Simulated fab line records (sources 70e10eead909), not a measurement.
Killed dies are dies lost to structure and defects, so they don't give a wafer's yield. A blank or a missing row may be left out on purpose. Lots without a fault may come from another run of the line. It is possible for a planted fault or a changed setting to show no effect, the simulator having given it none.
fab line records ; flow nand_harc
record: lots: 24; wafers: 72; last_day: 24
route steps=1159 shown P_CONTACT@252 P_M0@268 P_M1@301
lots that met no fault: from a run of the same line without faults
start_h: hours from the record's opening day to when the first of the lot's shown wafers began ; wait_h: hours since the lot's step before ; " identical to the entry in the row above ; L1.1+2: a single row standing in for several wafers ; - no value, or no start was given ; * or withheld: withheld ; < > ~ a bound
route shown NAME@n: a module of which the file shows steps, and the number in the route of the first ; usual: the fault-free wafers' mean and standard deviation ; same: alike in all rows ; chamber/n: place in a boat ; sites: per-site readings ; _std_site: how widely they spread, as a standard deviation ; _edge_site: outer sites' mean less inner sites' ; radius_mm: for every site, how far away it sits from the centre of the wafer ; mask NAME#n: copy n ; behind: the last tool/chamber to shape the wafer ; hold: why the lot was held/for how many hours/how that ended ; device: the n, p or np transistor that did not switch ; end of line: at the end of the route, the tests of the same wafers ; a step with no rows: only its recipe ; killed: dies lost to structure and defects at the first sort, not the wafer's yield ; map: a wafer's dies, marking killed ones x, the rest . and places with no die _
set.NAME: the setting that was run; set.NAME@STEP: the one run at that earlier step ; model.NAME: the simulator's own value behind a step, which no gauge read
one table for each step of the route and one row for each wafer, over a sample of lots
services: when a tool's chamber went out of use (start_h, in hours from the record's first day, below 0 if earlier), for how many hours, and the reason
== steps ==
step: NHARC_P_CONTACT_INSPECT_27
usual: raw_defect_count: 313/140
lot.wafer;tool;chamber;start_h;wait_h;raw_defect_count
L074.1;defect_inspect-02;-;125.06;0.1;548
L074.2;defect_inspect-02;-;125.06;0.1;449
L074.5;defect_inspect-02;-;125.06;0.1;586
L075.1;defect_inspect-01;-;125.48;0.1;375
L075.4;defect_inspect-01;-;125.48;0.1;324
L075.5;defect_inspect-01;-;125.48;0.1;378
L076.1;defect_inspect-02;-;129.18;0.1;269
L076.4;defect_inspect-02;-;129.18;0.1;372
L076.6;defect_inspect-02;-;129.18;0.1;185
L077.2;defect_inspect-01;-;129.57;0.1;72
L077.4;defect_inspect-01;-;129.57;0.1;289
L077.6;defect_inspect-01;-;129.57;0.1;190
L078.1;defect_inspect-02;-;138.89;0.1;280
L078.3;defect_inspect-02;-;138.89;0.1;396
L078.5;defect_inspect-02;-;138.89;0.1;363
L080.3;defect_inspect-01;-;149.85;0.1;243
L080.4;defect_inspect-01;-;149.85;0.1;167
L080.5;defect_inspect-01;-;149.85;0.1;342
L079.2;defect_inspect-01;-;153.45;0.1;338
L079.5;defect_inspect-01;-;153.45;0.1;414
L079.6;defect_inspect-01;-;153.45;0.1;375
L082.1;defect_inspect-02;-;159.83;0.1;348
L082.5;defect_inspect-02;-;159.83;0.1;272
L082.6;defect_inspect-02;-;159.83;0.1;132
L081.2;defect_inspect-01;-;160.37;0.1;329
L081.5;defect_inspect-01;-;160.37;0.1;207
L081.6;defect_inspect-01;-;160.37;0.1;233
L083.1;defect_inspect-01;-;174.76;0.1;391
L083.2;defect_inspect-01;-;174.76;0.1;391
L083.3;defect_inspect-01;-;174.76;0.1;401
L084.1;defect_inspect-02;-;175.85;0.1;137
L084.3;defect_inspect-02;-;175.85;0.1;266
L084.4;defect_inspect-02;-;175.85;0.1;423
L088.3;defect_inspect-02;-;195.39;0.1;226
L088.5;defect_inspect-02;-;195.39;0.1;286
L088.6;defect_inspect-02;-;195.39;0.1;384
L085.4;defect_inspect-01;-;196.38;0.1;457
L085.5;defect_inspect-01;-;196.38;0.1;459
L085.6;defect_inspect-01;-;196.38;0.1;506
L086.1;defect_inspect-01;-;197.11;0.1;211
L086.2;defect_inspect-01;-;197.11;0.1;184
L086.3;defect_inspect-01;-;197.11;0.1;181
L087.1;defect_inspect-02;-;212.58;0.1;362
L087.4;defect_inspect-02;-;212.58;0.1;390
L087.6;defect_inspect-02;-;212.58;0.1;461
L089.1;defect_inspect-02;-;213.13;0.1;655
L089.3;defect_inspect-02;-;213.13;0.1;683
L089.6;defect_inspect-02;-;213.13;0.1;708
L091.1;defect_inspect-01;-;213.88;0.1;575
L091.3;defect_inspect-01;-;213.88;0.1;254
L091.5;defect_inspect-01;-;213.88;0.1;326
L090.4;defect_inspect-02;-;214.41;0.1;89
L090.5;defect_inspect-02;-;214.41;0.1;123
L090.6;defect_inspect-02;-;214.41;0.1;134
L093.1;defect_inspect-01;-;221.89;0.1;241
L093.2;defect_inspect-01;-;221.89;0.1;159
L093.6;defect_inspect-01;-;221.89;0.1;228
L092.2;defect_inspect-01;-;227.18;0.1;304
L092.5;defect_inspect-01;-;227.18;0.1;283
L092.6;defect_inspect-01;-;227.18;0.1;256
L094.3;defect_inspect-01;-;250.51;0.1;175
L094.4;defect_inspect-01;-;250.51;0.1;185
L094.6;defect_inspect-01;-;250.51;0.1;189
L095.1;defect_inspect-02;-;251.05;0.1;406
L095.2;defect_inspect-02;-;251.05;0.1;276
L095.4;defect_inspect-02;-;251.05;0.1;349
L096.2;defect_inspect-01;-;251.59;0.1;158
L096.3;defect_inspect-01;-;251.59;0.1;171
L096.4;defect_inspect-01;-;251.59;0.1;183
L097.1;defect_inspect-01;-;259.09;0.1;402
L097.4;defect_inspect-01;-;259.09;0.1;289
L097.5;defect_inspect-01;-;259.09;0.1;314
step: NHARC_P_M0_ETCH_15
recipe: target_depth_a: 1500; overetch_a: 150; time_s: 82.5; c4f8_flow_sccm: withheld; ar_flow_sccm: 400; rf_w: 600; bias_w: 300; chemistry: C4F8/Ar
usual: oes_product_au: 0.953/0.024; rf_vpp_V: 441.4/2.9
lot.wafer;tool;chamber;start_h;wait_h;oes_product_au;rf_hours_counter_h;rf_vpp_V
L074.2;rie_diel-05;1;-;-;0.912;8;437.9
L074.1;rie_diel-05;3;-;-;0.957;9;442.3
L074.5;rie_diel-05;0;-;-;0.918;-;443.9
L075.4;rie_diel-05;0;-;-;0.911;9;445.6
L075.1;rie_diel-05;3;-;-;0.961;9;441.7
L075.5;rie_diel-05;1;-;-;0.912;-;438.8
L076.1;rie_diel-05;1;-;-;0.966;9;437.2
L076.4;rie_diel-05;3;-;-;0.964;9;441.9
L076.6;rie_diel-05;0;-;-;0.963;-;444.7
L077.2;rie_diel-06;1;-;-;0.964;4;441.2
L077.4;rie_diel-06;2;-;-;0.977;3;443.6
L077.6;rie_diel-06;0;-;-;0.953;-;445.4
L078.1;rie_diel-09;3;-;-;0.963;5;441.5
L078.3;rie_diel-09;2;-;-;0.980;5;440.3
L078.5;rie_diel-09;3;-;-;0.963;-;441.9
L080.3;rie_diel-05;0;-;-;0.916;10;445.9
L080.4;rie_diel-05;2;-;-;0.928;11;437.3
L080.5;rie_diel-05;0;-;-;0.915;-;446.3
L079.2;rie_diel-05;2;-;-;0.913;11;439.3
L079.5;rie_diel-05;1;-;-;0.919;-;437.3
L079.6;rie_diel-05;2;-;-;0.916;-;437.6
L082.1;rie_diel-09;0;-;-;0.945;6;441.8
L082.5;rie_diel-09;2;-;-;0.944;-;439.7
L082.6;rie_diel-09;3;-;-;0.945;-;441.9
L081.2;rie_diel-05;0;-;-;0.958;11;444.7
L081.6;rie_diel-05;3;-;-;0.974;-;443.1
L081.5;rie_diel-05;0;-;-;0.948;-;446.2
L083.1;rie_diel-09;3;-;-;0.988;6;440.5
L083.2;rie_diel-09;0;-;-;0.976;7;442.3
L083.3;rie_diel-09;1;-;-;0.961;7;445.1
L084.3;rie_diel-09;0;-;-;0.984;7;440.8
L084.1;rie_diel-09;1;-;-;0.987;7;444.7
L084.4;rie_diel-09;3;-;-;0.976;6;441.9
L088.3;rie_diel-05;1;-;-;0.913;1;438.7
L088.6;rie_diel-05;0;-;-;0.917;-;445.6
L088.5;rie_diel-05;1;-;-;0.926;-;438.1
L085.4;rie_diel-05;0;-;-;0.930;1;446.7
L085.5;rie_diel-05;3;-;-;0.930;-;442.6
L085.6;rie_diel-05;0;-;-;0.937;-;445.3
L086.3;rie_diel-09;1;-;-;0.927;9;444.6
L086.1;rie_diel-09;2;-;-;0.941;8;441.6
L086.2;rie_diel-09;0;-;-;0.933;9;441.8
L087.4;rie_diel-06;1;-;-;0.974;9;441.6
L087.1;rie_diel-06;3;-;-;0.956;8;438.3
L087.6;rie_diel-06;1;-;-;0.968;-;441.3
L089.1;rie_diel-06;0;-;-;0.972;10;443.9
L089.3;rie_diel-06;3;-;-;0.963;8;440.3
L089.6;rie_diel-06;1;-;-;0.973;-;441.5
L091.1;rie_diel-05;0;-;-;0.981;2;445.7
L091.3;rie_diel-05;1;-;-;0.972;3;437.0
L091.5;rie_diel-05;2;-;-;0.964;-;436.9
L090.4;rie_diel-05;2;-;-;0.967;2;439.5
L090.5;rie_diel-05;2;-;-;0.981;-;438.4
L090.6;rie_diel-05;3;-;-;0.966;-;442.3
L093.2;rie_diel-05;3;-;-;0.928;3;441.8
L093.1;rie_diel-05;0;-;-;0.930;3;444.6
L093.6;rie_diel-05;3;-;-;0.925;-;442.2
L092.2;rie_diel-06;3;-;-;0.980;9;437.1
L092.6;rie_diel-06;1;-;-;0.961;-;442.1
L092.5;rie_diel-06;2;-;-;0.974;-;443.4
L094.4;rie_diel-05;2;-;-;0.958;5;438.6
L094.3;rie_diel-05;3;-;-;0.964;5;441.6
L094.6;rie_diel-05;0;-;-;0.973;-;445.3
L095.4;rie_diel-06;1;-;-;0.988;0;440.1
L095.2;rie_diel-06;2;-;-;0.944;0;443.1
L095.1;rie_diel-06;3;-;-;0.964;0;438.8
L096.4;rie_diel-05;1;-;-;0.982;5;437.5
L096.3;rie_diel-05;2;-;-;0.968;5;437.4
L096.2;rie_diel-05;3;-;-;0.968;5;441.7
L097.1;rie_diel-05;3;-;-;0.985;5;442.0
L097.4;rie_diel-05;0;-;-;0.957;5;445.3
L097.5;rie_diel-05;1;-;-;0.957;-;437.3
step: NHARC_P_M0_PRE_CLEAN_29
recipe: time_s: 30; temp_c: 280; gas: H2/He
usual: heater_power_w: 451/60
lot.wafer;tool;chamber;start_h;wait_h;heater_power_w
L074.1;pvd_sputter-02;-;-;-;389
L074.2;pvd_sputter-02;-;-;-;406
L074.5;pvd_sputter-02;-;-;-;391
L075.4;pvd_sputter-03;-;-;-;448
L075.1;pvd_sputter-03;-;-;-;449
L075.5;pvd_sputter-03;-;-;-;456
L076.1;pvd_sputter-01;-;-;-;386
L076.4;pvd_sputter-01;-;-;-;427
L076.6;pvd_sputter-01;-;-;-;459
L077.4;pvd_sputter-03;-;-;-;451
L077.2;pvd_sputter-03;-;-;-;491
L077.6;pvd_sputter-03;-;-;-;451
L078.3;pvd_sputter-02;-;-;-;416
L078.1;pvd_sputter-02;-;-;-;384
L078.5;pvd_sputter-02;-;-;-;401
L080.4;pvd_sputter-02;-;-;-;400
L080.3;pvd_sputter-02;-;-;-;385
L080.5;pvd_sputter-02;-;-;-;394
L079.2;pvd_sputter-02;-;-;-;410
L079.5;pvd_sputter-02;-;-;-;405
L079.6;pvd_sputter-02;-;-;-;412
L082.1;pvd_sputter-01;-;-;-;376
L082.6;pvd_sputter-01;-;-;-;489
L082.5;pvd_sputter-01;-;-;-;459
L081.2;pvd_sputter-02;-;-;-;421
L081.6;pvd_sputter-02;-;-;-;381
L081.5;pvd_sputter-02;-;-;-;402
L083.2;pvd_sputter-02;-;-;-;413
L083.1;pvd_sputter-02;-;-;-;380
L083.3;pvd_sputter-02;-;-;-;420
L084.3;pvd_sputter-02;-;-;-;421
L084.4;pvd_sputter-02;-;-;-;421
L084.1;pvd_sputter-02;-;-;-;377
L088.3;pvd_sputter-01;-;-;-;499
L088.5;pvd_sputter-01;-;-;-;402
L088.6;pvd_sputter-01;-;-;-;442
L085.4;pvd_sputter-02;-;-;-;413
L085.5;pvd_sputter-02;-;-;-;417
L085.6;pvd_sputter-02;-;-;-;378
L086.1;pvd_sputter-03;-;-;-;588
L086.2;pvd_sputter-03;-;-;-;445
L086.3;pvd_sputter-03;-;-;-;486
L087.1;pvd_sputter-03;-;-;-;434
L087.4;pvd_sputter-03;-;-;-;490
L087.6;pvd_sputter-03;-;-;-;438
L089.1;pvd_sputter-01;-;-;-;394
L089.3;pvd_sputter-01;-;-;-;500
L089.6;pvd_sputter-01;-;-;-;450
L091.3;pvd_sputter-03;-;-;-;462
L091.1;pvd_sputter-03;-;-;-;438
L091.5;pvd_sputter-03;-;-;-;587
L090.4;pvd_sputter-03;-;-;-;458
L090.5;pvd_sputter-03;-;-;-;494
L090.6;pvd_sputter-03;-;-;-;459
L093.2;pvd_sputter-03;-;-;-;451
L093.1;pvd_sputter-03;-;-;-;579
L093.6;pvd_sputter-03;-;-;-;496
L092.2;pvd_sputter-01;-;-;-;455
L092.6;pvd_sputter-01;-;-;-;449
L092.5;pvd_sputter-01;-;-;-;409
L094.4;pvd_sputter-03;-;-;-;591
L094.3;pvd_sputter-03;-;-;-;498
L094.6;pvd_sputter-03;-;-;-;595
L095.4;pvd_sputter-01;-;-;-;510
L095.1;pvd_sputter-01;-;-;-;437
L095.2;pvd_sputter-01;-;-;-;409
L096.3;pvd_sputter-03;-;-;-;589
L096.2;pvd_sputter-03;-;-;-;442
L096.4;pvd_sputter-03;-;-;-;492
L097.4;pvd_sputter-01;-;-;-;453
L097.1;pvd_sputter-01;-;-;-;408
L097.5;pvd_sputter-01;-;-;-;404
step: NHARC_P_M1_CD_MEAS_16
usual: cd_nm: 130.2/0.62
lot.wafer;tool;chamber;start_h;wait_h;cd_nm
L074.1;cd_sem-02;-;130.63;-;131.4
L074.2;cd_sem-02;-;130.63;-;130.1
L074.5;cd_sem-02;-;130.63;-;130.4
L075.1;cd_sem-02;-;131.14;-;129.0
L075.4;cd_sem-02;-;131.14;-;129.6
L075.5;cd_sem-02;-;131.14;-;129.1
L076.1;cd_sem-02;-;134.95;-;130.3
L076.4;cd_sem-02;-;134.95;-;129.8
L076.6;cd_sem-02;-;134.95;-;130.1
L077.2;cd_sem-01;-;135.35;-;129.9
L077.4;cd_sem-01;-;135.35;-;130.1
L077.6;cd_sem-01;-;135.35;-;129.4
L078.1;cd_sem-03;-;144.24;-;129.9
L078.3;cd_sem-03;-;144.24;-;130.7
L078.5;cd_sem-03;-;144.24;-;129.6
L080.3;cd_sem-03;-;155.62;-;130.0
L080.4;cd_sem-03;-;155.62;-;129.6
L080.5;cd_sem-03;-;155.62;-;130.5
L079.2;cd_sem-03;-;159.00;-;129.9
L079.5;cd_sem-03;-;159.00;-;129.7
L079.6;cd_sem-03;-;159.00;-;130.2
L082.1;cd_sem-02;-;165.25;-;130.2
L082.5;cd_sem-02;-;165.25;-;130.6
L082.6;cd_sem-02;-;165.25;-;130.3
L081.2;cd_sem-03;-;166.17;-;130.4
L081.5;cd_sem-03;-;166.17;-;130.3
L081.6;cd_sem-03;-;166.17;-;130.2
L083.1;cd_sem-03;-;180.18;-;130.9
L083.2;cd_sem-03;-;180.18;-;130.6
L083.3;cd_sem-03;-;180.18;-;130.6
L084.1;cd_sem-03;-;181.47;-;128.7
L084.3;cd_sem-03;-;181.47;-;129.3
L084.4;cd_sem-03;-;181.47;-;129.3
L088.3;cd_sem-02;-;201.37;-;131.0
L088.5;cd_sem-02;-;201.37;-;130.4
L088.6;cd_sem-02;-;201.37;-;131.2
L085.4;cd_sem-03;-;202.04;-;130.4
L085.5;cd_sem-03;-;202.04;-;130.5
L085.6;cd_sem-03;-;202.04;-;130.8
L086.1;cd_sem-03;-;202.69;-;129.9
L086.2;cd_sem-03;-;202.69;-;130.2
L086.3;cd_sem-03;-;202.69;-;129.3
L087.1;cd_sem-03;-;218.00;-;129.7
L087.4;cd_sem-03;-;218.00;-;129.7
L087.6;cd_sem-03;-;218.00;-;130.9
L089.1;cd_sem-01;-;218.57;-;130.9
L089.3;cd_sem-01;-;218.57;-;129.7
L089.6;cd_sem-01;-;218.57;-;130.0
L091.1;cd_sem-03;-;219.14;-;128.9
L091.3;cd_sem-03;-;219.14;-;130.0
L091.5;cd_sem-03;-;219.14;-;129.7
L090.4;cd_sem-01;-;220.09;-;131.0
L090.5;cd_sem-01;-;220.09;-;130.5
L090.6;cd_sem-01;-;220.09;-;130.0
L093.1;cd_sem-03;-;227.08;-;129.8
L093.2;cd_sem-03;-;227.08;-;130.3
L093.6;cd_sem-03;-;227.08;-;130.8
L092.2;cd_sem-02;-;232.91;-;129.7
L092.5;cd_sem-02;-;232.91;-;131.2
L092.6;cd_sem-02;-;232.91;-;130.3
L094.3;cd_sem-01;-;255.74;-;129.9
L094.4;cd_sem-01;-;255.74;-;131.1
L094.6;cd_sem-01;-;255.74;-;130.4
L095.1;cd_sem-01;-;256.51;-;130.4
L095.2;cd_sem-01;-;256.51;-;130.1
L095.4;cd_sem-01;-;256.51;-;130.5
L096.2;cd_sem-02;-;256.95;-;130.3
L096.3;cd_sem-02;-;256.95;-;130.3
L096.4;cd_sem-02;-;256.95;-;131.1
L097.1;cd_sem-01;-;264.41;-;129.9
L097.4;cd_sem-01;-;264.41;-;130.3
L097.5;cd_sem-01;-;264.41;-;129.9
step: NHARC_P_M1_STRIP_18
recipe: power_w: 1000; n2_flow_sccm: 150; h2_flow_sccm: 150; ar_flow_sccm: 0; bias_w: 0; chemistry: N2/H2
usual: drypump_motor_current_A: 5.6/0.51; h2_flow_sccm: 150.0/0.4; oes_product_au: 1.002/0.0076; rf_vpp_V: 90.5/0.97; showerhead_plenum_p_Torr: 2.02/0.088; throttle_valve_pct: 14.171/0.0084
lot.wafer;tool;chamber;start_h;wait_h;drypump_motor_current_A;h2_flow_sccm;oes_product_au;rf_hours_counter_h;rf_vpp_V;showerhead_plenum_p_Torr;throttle_valve_pct
L074.2;rie_diel-12;1;130.76;0.1;5.5;149.7;1.008;3;88.1;1.95;14.172
L074.1;rie_diel-12;2;130.76;0.1;5.7;150.6;0.999;3;91.8;1.91;14.182
L074.5;rie_diel-12;3;130.76;0.1;5.9;150.6;1.016;-;91.4;2.06;14.173
L075.1;rie_diel-12;3;131.24;0.1;6.0;149.9;1.008;3;90.7;2.06;14.175
L075.4;rie_diel-12;0;131.24;0.1;6.0;150.1;0.992;2;91.3;2.10;14.166
L075.5;rie_diel-12;3;131.24;0.1;6.0;150.5;1.012;-;91.3;2.06;14.178
L076.1;rie_diel-10;2;135.03;0.1;4.7;150.0;1.003;8;91.3;2.12;14.175
L076.4;rie_diel-10;3;135.03;0.1;5.6;149.7;1.015;7;89.5;1.92;14.176
L076.6;rie_diel-10;3;135.03;0.1;5.5;149.7;1.017;-;89.8;1.92;14.170
L077.4;rie_diel-10;0;135.42;0.1;5.9;150.2;1.001;7;90.9;1.94;14.179
L077.2;rie_diel-10;2;135.42;0.1;4.7;149.4;1.004;8;91.2;2.12;14.154
L077.6;rie_diel-10;0;135.42;0.1;5.9;150.0;1.006;-;89.6;1.94;14.149
L078.3;rie_diel-10;1;144.32;0.1;6.4;150.2;0.989;7;91.0;2.09;14.177
L078.1;rie_diel-10;2;144.32;0.1;4.7;150.4;1.000;8;90.7;2.12;14.160
L078.5;rie_diel-10;3;144.32;0.1;5.6;150.4;1.001;-;90.0;1.92;14.169
L080.3;rie_diel-10;1;155.72;0.1;6.4;149.4;0.994;7;91.2;2.09;14.166
L080.4;rie_diel-10;2;155.72;0.1;4.7;150.4;1.015;9;90.5;2.12;14.188
L080.5;rie_diel-10;1;155.72;0.1;6.4;149.8;0.993;-;91.9;2.09;14.177
L079.2;rie_diel-12;1;159.07;0.1;5.5;150.0;1.006;4;88.8;1.95;14.160
L079.5;rie_diel-12;1;159.07;0.1;5.5;149.9;1.008;-;90.1;1.95;14.169
L079.6;rie_diel-12;2;159.07;0.1;5.7;150.5;1.012;-;88.9;1.91;14.172
L082.1;rie_diel-10;3;165.32;0.1;5.5;149.9;0.993;9;87.9;1.92;14.179
L082.6;rie_diel-10;1;165.32;0.1;6.4;149.9;1.000;-;91.1;2.09;14.166
L082.5;rie_diel-10;2;165.32;0.1;4.7;150.0;0.988;-;91.7;2.12;14.175
L081.2;rie_diel-10;3;166.28;0.1;5.6;150.1;0.999;10;89.3;1.92;14.178
L081.6;rie_diel-10;2;166.28;0.1;4.7;149.6;0.991;-;90.1;2.12;14.173
L081.5;rie_diel-10;1;166.28;0.1;6.4;150.0;0.996;-;90.4;2.09;14.182
L083.2;rie_diel-11;1;180.28;0.1;5.8;150.1;0.993;11;88.1;1.99;14.154
L083.1;rie_diel-11;2;180.28;0.1;5.1;150.0;1.011;12;90.9;1.89;14.174
L083.3;rie_diel-11;3;180.28;0.1;5.4;150.7;0.995;12;90.1;2.12;14.161
L084.4;rie_diel-11;2;181.54;0.1;5.1;150.0;1.001;12;89.2;1.89;14.176
L084.1;rie_diel-11;3;181.54;0.1;5.4;148.9;0.992;12;92.2;2.12;14.178
L084.3;rie_diel-11;1;181.54;0.1;5.8;150.3;0.996;11;91.8;1.99;14.175
L088.3;rie_diel-10;2;201.46;0.1;4.7;150.1;1.002;1;91.3;2.12;14.157
L088.5;rie_diel-10;1;201.46;0.1;6.4;151.0;0.999;-;89.9;2.09;14.182
L088.6;rie_diel-10;2;201.46;0.1;4.8;150.1;0.993;-;90.7;2.12;14.180
L085.4;rie_diel-10;2;202.20;0.2;4.7;150.6;1.002;1;90.4;2.12;14.173
L085.6;rie_diel-10;3;202.20;0.2;5.5;150.1;1.002;-;89.8;1.92;14.177
L085.5;rie_diel-10;0;202.20;0.2;5.9;150.1;1.001;-;89.8;1.93;14.172
L086.2;rie_diel-10;3;202.79;0.1;5.6;150.4;1.001;1;89.7;1.92;14.173
L086.3;rie_diel-10;0;202.79;0.1;5.9;150.1;1.013;1;90.4;1.93;14.166
L086.1;rie_diel-10;1;202.79;0.1;6.4;150.1;1.012;2;91.7;2.09;14.190
L087.1;rie_diel-12;1;218.10;0.1;5.5;149.7;0.993;0;90.3;1.95;14.182
L087.4;rie_diel-12;3;218.10;0.1;6.0;149.6;1.012;0;91.8;2.06;14.157
L087.6;rie_diel-12;1;218.10;0.1;5.5;149.9;0.996;-;90.4;1.95;14.166
L089.3;rie_diel-10;0;218.70;0.1;5.9;150.7;1.008;2;88.9;1.93;14.182
L089.1;rie_diel-10;1;218.70;0.1;6.4;150.1;1.001;2;90.4;2.09;14.186
L089.6;rie_diel-10;2;218.70;0.1;4.7;150.0;0.993;-;91.3;2.12;14.169
L091.1;rie_diel-11;3;219.26;0.1;5.4;150.4;0.998;1;91.0;2.12;14.165
L091.3;rie_diel-11;0;219.26;0.1;5.9;150.2;1.006;1;90.8;2.12;14.175
L091.5;rie_diel-11;1;219.26;0.1;5.8;149.5;0.996;-;91.4;1.99;14.165
L090.4;rie_diel-12;3;220.21;0.1;6.0;149.9;0.998;0;92.5;2.06;14.169
L090.6;rie_diel-12;1;220.21;0.1;5.5;149.8;0.991;-;90.8;1.95;14.182
L090.5;rie_diel-12;2;220.21;0.1;5.7;150.0;0.991;-;88.9;1.91;14.169
L093.1;rie_diel-10;0;227.18;0.1;5.9;149.9;0.999;2;91.1;1.93;14.178
L093.2;rie_diel-10;1;227.18;0.1;6.4;150.1;0.996;3;91.3;2.09;14.175
L093.6;rie_diel-10;0;227.18;0.1;5.9;149.6;1.010;-;91.8;1.93;14.171
L092.2;rie_diel-10;1;232.98;0.1;6.4;149.2;1.010;3;89.9;2.09;14.160
L092.5;rie_diel-10;1;232.98;0.1;6.4;150.2;1.006;-;90.6;2.09;14.182
L092.6;rie_diel-10;2;232.98;0.1;4.7;150.1;0.997;-;91.1;2.12;14.158
L094.3;rie_diel-10;1;255.84;0.1;6.4;149.8;1.014;5;92.6;2.09;14.169
L094.4;rie_diel-10;2;255.84;0.1;4.7;150.8;1.010;4;90.0;2.12;14.169
L094.6;rie_diel-10;0;255.84;0.1;5.9;149.9;1.014;-;90.9;1.93;14.189
L095.4;rie_diel-10;3;256.58;0.1;5.5;150.5;0.994;4;90.9;1.92;14.171
L095.2;rie_diel-10;1;256.58;0.1;6.4;150.0;1.009;5;92.5;2.09;14.173
L095.1;rie_diel-10;2;256.58;0.1;4.7;149.6;1.005;4;90.6;2.12;14.158
L096.4;rie_diel-12;0;257.05;0.1;6.0;149.7;1.001;1;91.3;2.10;14.179
L096.3;rie_diel-12;1;257.05;0.1;5.5;150.2;0.996;1;89.5;1.94;14.171
L096.2;rie_diel-12;2;257.05;0.1;5.7;150.2;1.004;1;90.3;1.91;14.164
L097.1;rie_diel-10;2;264.48;0.1;4.7;150.5;1.004;4;91.4;2.12;14.172
L097.4;rie_diel-10;3;264.48;0.1;5.5;149.9;1.001;4;90.2;1.92;14.163
L097.5;rie_diel-10;2;264.48;0.1;4.7;150.1;1.010;-;92.2;2.12;14.176
step: NHARC_P_M1_PVD_20
recipe: target_thk_a: 50; bias_v: 168.6; power_w: 15000; chamber_pressure_pa: 0.12; time_s: 8.06; substrate_temp_c: 50; material: TaN
usual: substrate_temp_c: 50.01/0.12; throttle_valve_pct: 30.2/0.89
lot.wafer;tool;chamber;start_h;wait_h;substrate_temp_c;throttle_valve_pct
L074.2;pvd_sputter-03;-;-;-;49.95;30.1
L074.1;pvd_sputter-03;-;-;-;49.96;29.4
L074.5;pvd_sputter-03;-;-;-;50.31;29.4
L075.1;pvd_sputter-02;-;-;-;50.02;31.1
L075.4;pvd_sputter-02;-;-;-;50.10;29.8
L075.5;pvd_sputter-02;-;-;-;50.02;30.4
L076.4;pvd_sputter-02;-;-;-;50.11;28.4
L076.1;pvd_sputter-02;-;-;-;50.02;30.4
L076.6;pvd_sputter-02;-;-;-;49.98;28.2
L077.2;pvd_sputter-03;-;-;-;50.02;30.9
L077.4;pvd_sputter-03;-;-;-;50.05;29.0
L077.6;pvd_sputter-03;-;-;-;50.14;30.3
L078.3;pvd_sputter-01;-;-;-;50.01;31.4
L078.1;pvd_sputter-01;-;-;-;49.79;30.1
L078.5;pvd_sputter-01;-;-;-;49.94;31.0
L080.4;pvd_sputter-01;-;-;-;49.95;30.7
L080.3;pvd_sputter-01;-;-;-;49.93;31.4
L080.5;pvd_sputter-01;-;-;-;49.97;30.8
L079.2;pvd_sputter-02;-;-;-;50.22;31.3
L079.5;pvd_sputter-02;-;-;-;50.02;30.2
L079.6;pvd_sputter-02;-;-;-;50.37;31.3
L082.1;pvd_sputter-01;-;-;-;49.98;30.2
L082.5;pvd_sputter-01;-;-;-;50.07;30.8
L082.6;pvd_sputter-01;-;-;-;50.11;30.6
L081.2;pvd_sputter-02;-;-;-;50.21;30.9
L081.6;pvd_sputter-02;-;-;-;49.93;30.4
L081.5;pvd_sputter-02;-;-;-;49.87;28.2
L083.3;pvd_sputter-03;-;-;-;50.27;29.5
L083.2;pvd_sputter-03;-;-;-;50.11;31.0
L083.1;pvd_sputter-03;-;-;-;49.84;29.3
L084.4;pvd_sputter-02;-;-;-;50.12;30.1
L084.1;pvd_sputter-02;-;-;-;50.06;28.0
L084.3;pvd_sputter-02;-;-;-;50.00;30.2
L088.3;pvd_sputter-03;-;-;-;49.92;29.1
L088.5;pvd_sputter-03;-;-;-;50.01;30.3
L088.6;pvd_sputter-03;-;-;-;49.91;29.2
L085.4;pvd_sputter-01;-;-;-;50.05;29.4
L085.5;pvd_sputter-01;-;-;-;50.27;31.1
L085.6;pvd_sputter-01;-;-;-;49.92;30.1
L086.1;pvd_sputter-02;-;-;-;50.09;31.1
L086.2;pvd_sputter-02;-;-;-;49.86;27.9
L086.3;pvd_sputter-02;-;-;-;50.00;30.3
L087.4;pvd_sputter-01;-;-;-;50.13;31.8
L087.1;pvd_sputter-01;-;-;-;50.08;30.1
L087.6;pvd_sputter-01;-;-;-;50.04;30.7
L089.1;pvd_sputter-01;-;-;-;49.87;31.0
L089.3;pvd_sputter-01;-;-;-;49.92;29.6
L089.6;pvd_sputter-01;-;-;-;49.85;30.5
L091.3;pvd_sputter-03;-;-;-;50.13;29.6
L091.1;pvd_sputter-03;-;-;-;49.80;30.3
L091.5;pvd_sputter-03;-;-;-;50.07;29.6
L090.4;pvd_sputter-03;-;-;-;50.02;29.3
L090.6;pvd_sputter-03;-;-;-;49.91;30.4
L090.5;pvd_sputter-03;-;-;-;49.96;28.9
L093.1;pvd_sputter-01;-;-;-;49.90;29.9
L093.2;pvd_sputter-01;-;-;-;49.99;29.3
L093.6;pvd_sputter-01;-;-;-;50.03;29.9
L092.2;pvd_sputter-01;-;-;-;49.88;31.5
L092.5;pvd_sputter-01;-;-;-;50.03;30.9
L092.6;pvd_sputter-01;-;-;-;50.01;30.1
L094.3;pvd_sputter-01;-;-;-;50.14;31.6
L094.4;pvd_sputter-01;-;-;-;50.08;30.1
L094.6;pvd_sputter-01;-;-;-;50.02;29.6
L095.4;pvd_sputter-03;-;-;-;50.04;30.2
L095.1;pvd_sputter-03;-;-;-;50.25;29.7
L095.2;pvd_sputter-03;-;-;-;49.98;31.0
L096.2;pvd_sputter-01;-;-;-;49.99;29.4
L096.3;pvd_sputter-01;-;-;-;49.87;31.5
L096.4;pvd_sputter-01;-;-;-;49.86;30.8
L097.4;pvd_sputter-03;-;-;-;49.93;31.2
L097.1;pvd_sputter-03;-;-;-;49.91;29.3
L097.5;pvd_sputter-03;-;-;-;49.97;30.9
== services ==
tool;chamber;start_h;hours;kind
rie_diel-10;0;106.54;-;clean
rie_diel-10;1;106.54;-;clean
rie_diel-12;1;135.70;7.3;repair
rie_diel-10;0;138.67;6.8;repair
rie_diel-05;2;139.94;7.5;repair
rie_diel-09;-;159.74;0.3;repair
rie_diel-05;-;163.60;9.0;pm
rie_diel-10;0;163.76;5.2;repair
rie_diel-06;3;170.80;5.3;repair
pvd_sputter-01;-;171.28;10.0;pm
rie_diel-10;0;171.71;20.7;repair
rie_diel-10;-;176.50;9.0;pm
pvd_sputter-03;-;183.89;4.5;repair
rie_diel-11;-;189.50;9.0;pm
rie_diel-12;2;191.35;4.2;repair
rie_diel-09;3;192.06;8.1;repair
rie_diel-12;-;202.49;9.0;pm
pvd_sputter-02;-;213.63;2.5;repair
pvd_sputter-02;-;216.17;10.0;pm
pvd_sputter-03;-;237.51;0.7;repair
rie_diel-06;-;241.20;9.0;pm
rie_diel-09;-;254.28;9.0;pm
rie_diel-12;-;262.20;0.7;repair
pvd_sputter-01;-;264.67;0.5;repair
== key ==
fault none
